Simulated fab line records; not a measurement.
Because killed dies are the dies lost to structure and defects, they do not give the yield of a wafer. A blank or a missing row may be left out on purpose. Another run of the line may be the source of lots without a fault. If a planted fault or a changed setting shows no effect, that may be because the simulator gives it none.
Matching of chambers	flow n5Finfet	N5_HKMG_FIN_ALD_74 on aldHk-01 has 4 sister chambers
The step deposits La2O3, target thk 0.5 nm, pulse time 6 s, co reactant pulse time 1 s. 8 wafers are shown with their chamber, then 7 later ones without.

== WAFERS WITH THEIR CHAMBER ==
wafer	chamber	heaterPowerW (W)	precursorPulseHeightRel
L074.4	2	353	1.021
L074.6	2	352	1.037
L081.5	0	355	1.034
L082.2	0	361	1.029
L082.3	3	331	0.996
L082.6	1	352	0.996
L084.4	1	357	0.990
L084.5	3	331	1.027

== WAFERS MISSING THEIR CHAMBER ==
wafer	heaterPowerW (W)	precursorPulseHeightRel
L084.6	362	1.014
L086.1	364	0.981
L086.2	357	0.997
L086.6	363	1.004
L091.1	360	0.985
L091.2	353	1.014
L091.6	343	1.011

== WHICH CHAMBER EACH ONE RAN IN ==
wafer	from the rows above	in truth
L084.6	can't be placed: 0 or 1 or 2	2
L086.1	can't be placed: 1 or 0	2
L086.2	can't be placed: 1 or 0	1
L086.6	can't be placed: 0 or 1 or 2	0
L091.1	can't be placed: 1 or 0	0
L091.2	can't be placed: 2 or 1 or 0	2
L091.6	can't be placed: 2 or 3 or 1 or 0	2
Placed correctly: 0 of 7. These rows do not allow placing 7 (true chamber among the candidates in 6). Placed wrongly: 0.
How it was worked out, from the rows above alone: a wafer's distance from a chamber is the root of the sum, over the readings, of the square of ((its reading less the chamber's mean) divided by the reading's scatter). The wafer belongs to the nearest chamber; if the next one is less than 2 further off, it can't be placed. Each chamber's mean is taken over the wafers shown for it. The scatter: take each reading less its chamber's mean, square it, sum over the shown wafers, divide by the number of wafers less the number of chambers, and take the root.
